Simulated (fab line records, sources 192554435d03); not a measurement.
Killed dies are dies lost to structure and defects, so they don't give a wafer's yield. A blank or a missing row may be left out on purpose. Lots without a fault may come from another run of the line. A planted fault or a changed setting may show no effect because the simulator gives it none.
Chamber matching | flow n5_finfet | N5_BEOL_M0_SAQP_ILD_DEP_01 on pecvd-02: 3 sister chambers
The step deposits SiOC from DEMS/O2, target thk 45.419 nm, time 8.7 s. 16 wafers are shown with their chamber, then 7 later ones without.

WAFERS WITH THEIR CHAMBER
wafer  | chamber | throttle_valve_pct (%) | heater_power_outer_w (W) | heater_power_w (W)
L799.1 | 0       | 13.6                   | 237                      | 499
L799.2 | 2       | 12.0                   | 269                      | 482
L799.5 | 0       | 13.5                   | 240                      | 502
L800.1 | 0       | 13.8                   | 255                      | 505
L800.2 | 1       | 12.3                   | 313                      | 611
L800.6 | 1       | 12.2                   | 332                      | 599
L801.4 | 1       | 12.5                   | 314                      | 619
L801.5 | 0       | 13.8                   | 243                      | 508
L809.1 | 1       | 12.4                   | 263                      | 512
L809.4 | 0       | 13.7                   | 218                      | 467
L809.6 | 2       | 12.1                   | 274                      | 507
L816.1 | 2       | 12.1                   | 344                      | 567
L816.3 | 0       | 13.4                   | 223                      | 468
L816.5 | 0       | 13.8                   | 222                      | 468
L817.3 | 1       | 12.4                   | 297                      | 553
L817.4 | 2       | 12.6                   | 336                      | 573

SIGNATURES (means of the wafers above)
reading              | chamber 0 | chamber 1 | chamber 2 | scatter within a chamber
throttle_valve_pct   | 13.657    | 12.360    | 12.200    | 0.182
heater_power_outer_w | 234.00    | 303.80    | 305.75    | 25.6
heater_power_w       | 488.14    | 578.80    | 532.25    | 35.6
Rule: a wafer's distance from a chamber is the root of the sum, over the readings, of the square of ((its reading less the chamber's mean) divided by the reading's scatter). The wafer belongs to the nearest chamber; if the next one is less than 2 further off, it can't be placed. The scatter: the root of (the sum of the squares of (reading less its chamber's mean) over the shown wafers, divided by (wafers less chambers)).

WAFERS WITHOUT THEIR CHAMBER
wafer  | throttle_valve_pct (%) | heater_power_outer_w (W) | heater_power_w (W)
L817.5 | 13.5                   | 192                      | 429
L818.3 | 13.8                   | 246                      | 521
L818.5 | 12.3                   | 352                      | 582
L818.6 | 12.1                   | 259                      | 511
L819.1 | 13.6                   | 243                      | 498
L819.2 | 12.4                   | 313                      | 592
L819.6 | 12.3                   | 347                      | 579

WHICH CHAMBER EACH WENT THROUGH
wafer  | from the rows above     | in truth
L817.5 | 0                       | 0
L818.3 | 0                       | 0
L818.5 | can't be placed: 1 or 2 | 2
L818.6 | can't be placed: 2 or 1 | 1
L819.1 | 0                       | 0
L819.2 | can't be placed: 1 or 2 | 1
L819.6 | can't be placed: 1 or 2 | 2
Placed correctly: 3 of 7. Can't be placed from these rows: 4 (the true chamber is among the candidates in 4). Placed wrongly: 0.
